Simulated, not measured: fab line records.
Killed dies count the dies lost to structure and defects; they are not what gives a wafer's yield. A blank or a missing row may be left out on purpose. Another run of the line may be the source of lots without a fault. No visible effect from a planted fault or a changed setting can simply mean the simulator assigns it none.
Which of the tools did it? | flow nandHarc | Sampling: 15 lots, 44 wafers, 4 of 1302 route steps

WHAT EACH GAUGE READ, for each wafer
No reading from a measuring or inspecting step in the record can be judged against a usual standard deviation.

EACH LOT AND THE TOOL THAT RAN IT (in order: tool; ch and the chambers of the sampled wafers; start)
lot  | NHARC_A_CONTACT_DEP_29          | NHARC_A_CONTACT_DESCUM_47         | NHARC_A_CONTACT_ETCH_49           | NHARC_A_CONTACT_ETCH_111
L592 | pecvd-02 ch 0,1,2, day 21 19:11 | rieDiel-12 ch 1,2,3, day 21 19:59 | rieDiel-12 ch 0,3, day 21 20:10   | harCapEtch-02 ch 0,1, day 21 21:49
L591 | pecvd-03 ch 1,2, day 21 21:16   | rieDiel-07 ch 0,1,3, day 21 22:08 | rieDiel-07 ch 0,2, day 21 22:20   | harCapEtch-03 ch 0,1, day 22 00:00
L594 | pecvd-02 ch 0,1,2, day 22 10:32 | rieDiel-07 ch 0,2,3, day 22 11:25 | rieDiel-07 ch 0,1,2, day 22 11:36 | harCapEtch-03 ch 0,1, day 22 13:35
L595 | pecvd-02 ch 0,2, day 23 12:17   | rieDiel-12 ch 1,2,3, day 23 13:13 | rieDiel-12 ch 0,2,3, day 23 13:23 | harCapEtch-02 ch 0,1, day 23 15:02
L603 | pecvd-03 ch 0,2, day 25 13:58   | rieDiel-12 ch 0,2, day 25 14:46   | rieDiel-12 ch 2,3, day 25 14:56   | harCapEtch-03 ch 0,1, day 25 16:34
L602 | pecvd-03 ch 1, day 25 18:04     | rieDiel-12 ch 1,2, day 25 18:50   | rieDiel-12 ch 2,3, day 25 19:07   | harCapEtch-02 ch 0, day 25 20:38
L600 | pecvd-03 ch 0,1, day 25 21:20   | rieDiel-12 ch 0,1,2, day 25 22:08 | rieDiel-12 ch 0,1,2, day 25 22:22 | harCapEtch-03 ch 0,1, day 26 00:11
L606 | pecvd-02 ch 0,1, day 26 23:37   | rieDiel-07 ch 1,2, day 27 00:28   | rieDiel-07 ch 2,3, day 27 00:38   | harCapEtch-03 ch 0,1, day 27 02:20
L608 | pecvd-02 ch 0,2, day 28 21:37   | rieDiel-12 ch 0,2, day 28 22:28   | rieDiel-12 ch 0,2, day 28 22:40   | harCapEtch-02 ch 0, day 29 00:31
L609 | pecvd-01 ch 1,2, day 28 21:41   | rieDiel-12 ch 0,2,3, day 28 22:37 | rieDiel-12 ch 1,2,3, day 28 22:58 | harCapEtch-01 ch 0,1, day 29 01:20
L610 | pecvd-02 ch 0,1,2, day 29 04:25 | rieDiel-12 ch 1,2,3, day 29 05:13 | rieDiel-12 ch 0,2, day 29 05:22   | harCapEtch-02 ch 0,1, day 29 07:04
L611 | pecvd-03 ch 0,2, day 29 05:24   | rieDiel-04 ch 0,1,2, day 29 06:19 | rieDiel-04 ch 1,2,3, day 29 06:33 | harCapEtch-01 ch 0,1, day 29 08:08
L612 | pecvd-01 ch 0,1,2, day 29 20:12 | rieDiel-12 ch 0,2, day 29 20:56   | rieDiel-12 ch 0,1,3, day 29 21:08 | harCapEtch-03 ch 0,1, day 29 22:47
L613 | pecvd-01 ch 0,1, day 30 13:11   | rieDiel-12 ch 0,1,3, day 30 14:01 | rieDiel-12 ch 0,3, day 30 14:13   | harCapEtch-03 ch 0,1, day 30 15:52
L614 | pecvd-01 ch 0,1,2, day 31 06:49 | rieDiel-12 ch 3, day 31 07:44     | rieDiel-12 ch 2,3, day 31 08:08   | harCapEtch-03 ch 1, day 31 10:43
- NHARC_A_CONTACT_DEP_29: deposits SiON, target thk 100 nm.
- NHARC_A_CONTACT_DESCUM_47: chemistry O2, time 3 s.
- NHARC_A_CONTACT_ETCH_49: etches the open film in N2/H2, target depth 260 nm, time 475.3 s.
- NHARC_A_CONTACT_ETCH_111: etches the open film in C4F8/O2/Ar, time 140 s, target depth 700 nm.

WHAT THE TOOLS THEMSELVES READ (means of the sampled wafers that have a number; where no wafer has one, the mark that the record gives instead)
NHARC_A_CONTACT_DEP_29.
lot  | tool     | chamberPressureTorr (Torr) | heaterPowerW (W)
L592 | pecvd-02 | 3.499                      | 687
L591 | pecvd-03 | 3.513                      | 726
L594 | pecvd-02 | 3.497                      | 728
L595 | pecvd-02 | 3.499                      | 703
L603 | pecvd-03 | 3.505                      | 750
L602 | pecvd-03 | 3.498                      | 694
L600 | pecvd-03 | 3.503                      | 693
L606 | pecvd-02 | 3.501                      | 674
L608 | pecvd-02 | 3.501                      | 677
L609 | pecvd-01 | 3.502                      | 753
L610 | pecvd-02 | 3.494                      | 692
L611 | pecvd-03 | 3.491                      | 729
L612 | pecvd-01 | 3.498                      | 788
L613 | pecvd-01 | 3.509                      | 823
L614 | pecvd-01 | 3.495                      | 862

NHARC_A_CONTACT_DESCUM_47.
lot  | tool       | drypumpMotorCurrentA (A) | oesProductAu (a.u.) | rfVppV (V) | showerheadPlenumPTorr (Torr) | throttleValvePct (%)
L592 | rieDiel-12 | 6.0                      | 1.004               | 58.2       | 1.96                         | 11.312
L591 | rieDiel-07 | 5.8                      | 1.005               | 58.0       | 1.85                         | 11.306
L594 | rieDiel-07 | 6.1                      | 0.998               | 57.0       | 1.88                         | 11.310
L595 | rieDiel-12 | 5.9                      | 0.999               | 57.1       | 1.96                         | 11.313
L603 | rieDiel-12 | 5.7                      | 1.002               | 57.1       | 1.90                         | 11.303
L602 | rieDiel-12 | 5.7                      | 0.994               | 57.8       | 1.95                         | 11.303
L600 | rieDiel-12 | 5.8                      | 0.994               | 57.3       | 1.94                         | 11.314
L606 | rieDiel-07 | 5.7                      | 1.005               | 58.2       | 1.98                         | 11.305
L608 | rieDiel-12 | 5.7                      | 1.002               | 57.6       | 1.90                         | 11.320
L609 | rieDiel-12 | 6.1                      | 1.005               | 58.0       | 1.92                         | 11.303
L610 | rieDiel-12 | 5.9                      | 0.999               | 57.7       | 1.95                         | 11.306
L611 | rieDiel-04 | 5.4                      | 1.002               | 58.0       | 1.89                         | 11.307
L612 | rieDiel-12 | 5.8                      | 1.007               | 58.1       | 1.89                         | 11.313
L613 | rieDiel-12 | 6.1                      | 0.994               | 57.0       | 1.95                         | 11.311
L614 | rieDiel-12 | 6.6                      | 0.989               | 58.4       | 1.95                         | 11.307

NHARC_A_CONTACT_ETCH_49.
lot  | tool       | drypumpMotorCurrentA (A) | oesProductAu (a.u.) | rfVppV (V) | runLengthS (s) | showerheadPlenumPTorr (Torr) | throttleValvePct (%)
L592 | rieDiel-12 | 6.2                      | 0.994               | 431.3      | 496.6          | 2.06                         | 14.176
L591 | rieDiel-07 | 6.3                      | 1.005               | 429.8      | 495.9          | 2.00                         | 14.167
L594 | rieDiel-07 | 6.0                      | 1.002               | 431.6      | 496.4          | 2.06                         | 14.180
L595 | rieDiel-12 | 6.1                      | 0.997               | 430.5      | 496.6          | 2.05                         | 14.178
L603 | rieDiel-12 | 6.3                      | 1.007               | 431.0      | 385.4          | 2.07                         | 14.170
L602 | rieDiel-12 | 6.1                      | 0.997               | 431.0      | 329.4          | 2.05                         | 14.171
L600 | rieDiel-12 | 5.8                      | 1.001               | 430.9      | 385.2          | 2.07                         | 14.162
L606 | rieDiel-07 | 6.1                      | 0.995               | 432.2      | 496.3          | 2.10                         | 14.169
L608 | rieDiel-12 | 5.9                      | 1.010               | 429.6      | 496.4          | 2.03                         | 14.168
L609 | rieDiel-12 | 6.0                      | 1.000               | 431.7      | 496.7          | 2.08                         | 14.165
L610 | rieDiel-12 | 5.7                      | 1.002               | 430.0      | 496.5          | 2.02                         | 14.171
L611 | rieDiel-04 | 5.4                      | 1.003               | 427.3      | 497.0          | 1.93                         | 14.181
L612 | rieDiel-12 | 6.1                      | 0.995               | 431.5      | 497.0          | 2.08                         | 14.170
L613 | rieDiel-12 | 6.2                      | 1.004               | 430.1      | 496.8          | 2.05                         | 14.168
L614 | rieDiel-12 | 5.9                      | 1.000               | 430.2      | 496.6          | 2.03                         | 14.176

NHARC_A_CONTACT_ETCH_111.
lot  | tool          | runLengthS (s)
L592 | harCapEtch-02 | 140.9
L591 | harCapEtch-03 | 141.4
L594 | harCapEtch-03 | 141.5
L595 | harCapEtch-02 | 141.2
L603 | harCapEtch-03 | 141.8
L602 | harCapEtch-02 | 140.9
L600 | harCapEtch-03 | 141.3
L606 | harCapEtch-03 | 141.4
L608 | harCapEtch-02 | 141.2
L609 | harCapEtch-01 | 141.3
L610 | harCapEtch-02 | 140.9
L611 | harCapEtch-01 | 141.6
L612 | harCapEtch-03 | 141.8
L613 | harCapEtch-03 | 141.4
L614 | harCapEtch-03 | 141.5

THE ANSWER, worked out from the rows above alone
Rule: the usual values come from the lots themselves. The widest of any qualifying gaps counts: lots, ordered by their means at a reading, are off when they make up no more than a third of the lots, leave a main group of 4 or more, and stand apart from it by 3 or more times the standard deviation of that group's means. A main group whose means are all the same, to the digits that the tables above print for the reading, isn't used. A lot without any number at a reading at which 4 lots or more have one is off too. All remaining lots with rows at the step are treated as sound. Order of review: gauges by route order, followed by the tools' own readings, for which a lot's mean as printed above is used. At the first step where some lot is off, the reading lying furthest off is the one used; lots without a number count as furthest.
Off, at NHARC_A_CONTACT_ETCH_49 on runLengthS: L603, L602, L600. The main group: mean 496.6 s, standard deviation 0.29.
A tool fits if, at that step or a process step before it, it ran every lot that is off, and no sound lot after the first of them. No candidate that was tried fits.

WHAT HAD BEEN PUT IN BY THE SIMULATOR
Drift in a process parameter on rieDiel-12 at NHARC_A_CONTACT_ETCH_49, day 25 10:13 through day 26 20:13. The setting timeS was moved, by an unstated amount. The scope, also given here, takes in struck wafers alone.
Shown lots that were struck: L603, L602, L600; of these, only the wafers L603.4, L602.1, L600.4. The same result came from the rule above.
